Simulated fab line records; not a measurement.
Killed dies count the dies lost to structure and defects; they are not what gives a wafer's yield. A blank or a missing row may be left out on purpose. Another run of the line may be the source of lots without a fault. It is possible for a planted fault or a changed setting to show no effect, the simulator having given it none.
Which tool did it? + flow n5 finfet + 9 lots with 27 wafers sampled at 5 steps, on a route of 1938 steps

## WHAT THE GAUGES SHOWED, per wafer
N5_BEOL_M12_THK_MEAS_01. Usual: M12_ILD_THK typically reads 658 nm, with standard deviation 7.7.
| lot  | measured     | on            | M12_ILD_THK (nm) | flag |
|------|--------------|---------------|------------------|------|
| L544 | day 11 02:47 | film metro-01 | 651 651 662      |      |
| L545 | day 11 19:21 | film metro-01 | 653 659 671      |      |
| L548 | day 11 23:14 | film metro-01 | 647 665 663      |      |
| L549 | day 12 18:58 | film metro-01 | 663 664 671      |      |
| L557 | day 14 13:55 | film metro-02 | 655 664 667      |      |
| L562 | day 15 22:06 | film metro-02 | 653 660 881      | OFF  |
| L560 | day 16 04:05 | film metro-02 | 655 663 660      |      |
| L561 | day 16 03:18 | film metro-01 | 656 667 880      | OFF  |
| L563 | day 16 17:25 | film metro-01 | 649 665 664      |      |

N5_BEOL_M12_INSPECT_12: inspects for defects (macro). Usual: raw defect count reads 2 (standard deviation 1.2).
| lot  | measured     | on                | raw defect count | flag |
|------|--------------|-------------------|------------------|------|
| L544 | day 11 03:16 | defect inspect-02 | 2 2 2            |      |
| L545 | day 11 19:50 | defect inspect-02 | 1 3 1            |      |
| L548 | day 11 23:43 | defect inspect-02 | 1 1 0            |      |
| L549 | day 12 19:26 | defect inspect-01 | 0 0 0            |      |
| L557 | day 14 14:24 | defect inspect-01 | 1 4 4            |      |
| L562 | day 15 22:35 | defect inspect-01 | 0 1 2            |      |
| L560 | day 16 04:34 | defect inspect-01 | 3 3 3            |      |
| L561 | day 16 03:48 | defect inspect-02 | 2 0 2            |      |
| L563 | day 16 17:46 | defect inspect-01 | 2 1 3            |      |

## EACH LOT AND THE TOOL THAT RAN IT (in order: tool; ch and the chambers of the sampled wafers; start)
| lot  | N5_BEOL_M11_CURE_71           | N5_BEOL_M11_STRIP_19               | N5_BEOL_M12_ILD_DEP_00          |
|------|-------------------------------|------------------------------------|---------------------------------|
| L544 | uv cure-01 ch 0, day 10 19:34 | rie diel-01 ch 0,1,3, day 10 21:53 | pecvd-03 ch 0,2, day 11 02:39   |
| L545 | uv cure-01 ch 2, day 11 12:52 | rie diel-06 ch 1,3, day 11 14:57   | pecvd-01 ch 0,1,2, day 11 19:13 |
| L548 | uv cure-02 ch 2, day 11 15:11 | rie diel-02 ch 0,2,3, day 11 17:54 | pecvd-04 ch 0,1, day 11 23:06   |
| L549 | uv cure-03 ch 0, day 12 10:07 | rie diel-01 ch 2,3, day 12 13:27   | pecvd-04 ch 0,1,2, day 12 18:49 |
| L557 | uv cure-02 ch 1, day 14 04:13 | rie diel-06 ch 0,1,3, day 14 06:31 | pecvd-01 ch 0,1,2, day 14 13:47 |
| L562 | uv cure-01 ch 2, day 15 13:17 | rie diel-01 ch 0,2,3, day 15 16:45 | pecvd-01 ch 0,1, day 15 21:58   |
| L560 | uv cure-01 ch 2, day 15 17:49 | rie diel-01 ch 0,2,3, day 15 20:59 | pecvd-03 ch 0,1, day 16 03:57   |
| L561 | uv cure-03 ch 0, day 15 18:29 | rie diel-01 ch 2,3, day 15 21:02   | pecvd-01 ch 0,1,2, day 16 03:10 |
| L563 | uv cure-02 ch 0, day 16 07:23 | rie diel-06 ch 0,1,2, day 16 11:52 | pecvd-04 ch 0,2, day 16 17:17   |
- N5_BEOL_M11_CURE_71: cures SiCOH lowk, time 240 s.
- N5_BEOL_M11_STRIP_19: strips in O2.
- N5_BEOL_M12_ILD_DEP_00: deposits SiOC from DEMS/O2, target thk 658.92 nm, time 130.7 s.

## AS READ BY THE TOOLS THEMSELVES (means over the sampled wafers that have a number; for cases with no such wafer, the mark the record gives instead)
N5_BEOL_M11_CURE_71. Usual: lamp power pct 52.31 %, standard deviation 0.059; wafer_temp_C_max 386.6, standard deviation 0.54.
| lot  | tool       | lamp power pct (%) | wafer_temp_C_max | flag |
|------|------------|--------------------|------------------|------|
| L544 | uv cure-01 | 52.32              | 386.5            |      |
| L545 | uv cure-01 | 52.27              | 386.1            |      |
| L548 | uv cure-02 | 52.31              | 386.7            |      |
| L549 | uv cure-03 | 52.31              | 387.1            |      |
| L557 | uv cure-02 | 52.28              | 386.6            |      |
| L562 | uv cure-01 | 52.34              | 386.2            |      |
| L560 | uv cure-01 | 52.32              | 386.3            |      |
| L561 | uv cure-03 | 52.35              | 386.9            |      |
| L563 | uv cure-02 | 52.32              | 386.8            |      |

N5_BEOL_M11_STRIP_19. Usual: drypump motor current A 5.7 A, standard deviation 0.51; oes product au 0.80 a.u., standard deviation 0.084; rf vpp V 3.6 V, standard deviation 0.61; showerhead plenum p Torr 2.07 Torr, standard deviation 0.062; temp c 40.01 C, standard deviation 0.1; throttle valve pct 16.58 %, standard deviation 0.16.
| lot  | tool        | drypump motor current A (A) | oes product au (a.u.) | rf vpp V (V) | showerhead plenum p Torr (Torr) | temp c (C) | throttle valve pct (%) | flag |
|------|-------------|-----------------------------|-----------------------|--------------|---------------------------------|------------|------------------------|------|
| L544 | rie diel-01 | 5.4                         | 0.77                  | 3.2          | 2.07                            | 39.92      | 16.59                  |      |
| L545 | rie diel-06 | 6.1                         | 0.83                  | 4.2          | 2.10                            | 40.02      | 16.52                  |      |
| L548 | rie diel-02 | 5.8                         | 0.77                  | 4.2          | 2.09                            | 40.03      | 16.74                  |      |
| L549 | rie diel-01 | 4.8                         | 0.79                  | 3.2          | 2.03                            | 40.06      | 16.54                  |      |
| L557 | rie diel-06 | 6.1                         | 0.83                  | 3.3          | 2.09                            | 40.01      | 16.55                  |      |
| L562 | rie diel-01 | 5.1                         | 0.74                  | 3.4          | 2.07                            | 40.03      | 16.69                  |      |
| L560 | rie diel-01 | 5.1                         | 0.74                  | 3.6          | 2.07                            | 39.97      | 16.70                  |      |
| L561 | rie diel-01 | 4.8                         | 0.77                  | 3.8          | 2.03                            | 40.16      | 16.56                  |      |
| L563 | rie diel-06 | 6.0                         | 0.86                  | 3.4          | 2.10                            | 39.99      | 16.44                  |      |

N5_BEOL_M12_ILD_DEP_00. Usual: chamber pressure Torr 5.000 Torr, standard deviation 0.011; heater power w 454 W, standard deviation 47; showerhead plenum p Torr 5.696 Torr, standard deviation 0.013; throttle valve pct 12.2 %, standard deviation 0.76.
| lot  | tool     | chamber pressure Torr (Torr) | heater power w (W) | showerhead plenum p Torr (Torr) | throttle valve pct (%) | flag |
|------|----------|------------------------------|--------------------|---------------------------------|------------------------|------|
| L544 | pecvd-03 | 5.001                        | 512                | 5.676                           | 10.7                   |      |
| L545 | pecvd-01 | 5.004                        | 465                | 5.696                           | 12.3                   |      |
| L548 | pecvd-04 | 4.998                        | 462                | 5.698                           | 12.8                   |      |
| L549 | pecvd-04 | 4.990                        | 437                | 5.696                           | 12.1                   |      |
| L557 | pecvd-01 | 4.997                        | 433                | 5.708                           | 12.5                   |      |
| L562 | pecvd-01 | 5.011                        | 425                | 5.710                           | 12.7                   |      |
| L560 | pecvd-03 | 5.001                        | 464                | 5.703                           | 11.5                   |      |
| L561 | pecvd-01 | 5.014                        | 416                | 5.697                           | 12.6                   |      |
| L563 | pecvd-04 | 5.006                        | 425                | 5.686                           | 12.3                   |      |

## THE ANSWER, worked out from the rows above alone
Rule: lot off if the mean of its wafers having a number is beyond 3 standard deviations from the usual mean. Also off: a lot with no number at a reading for which 4 or more lots have one. Any other lot the step has rows for is counted as sound. After the gauges, taken in route order, come the tools' own readings; for these a lot's mean is taken, as printed above. The first step at which some lot is off is used, and at that step the reading that is off furthest; a lot without a number counts as furthest.
Off: L562, L561, at N5_BEOL_M12_THK_MEAS_01 (M12_ILD_THK).
A tool fits if, at a process step before that reading, it ran every lot that is off, and no sound lot after the first of them. Gauges at N5_BEOL_M12_THK_MEAS_01: tried the same way as those tools. One candidate fits, namely pecvd-01 at N5_BEOL_M12_ILD_DEP_00. A fault onset in the window from L557 (day 14 13:47, its last sound lot) to L562 (day 15 21:58, its first lot off) fits.

## WHAT THE SIMULATOR HAD PUT IN
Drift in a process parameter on pecvd-01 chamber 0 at N5_BEOL_M12_ILD_DEP_00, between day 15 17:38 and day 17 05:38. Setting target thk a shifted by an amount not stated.
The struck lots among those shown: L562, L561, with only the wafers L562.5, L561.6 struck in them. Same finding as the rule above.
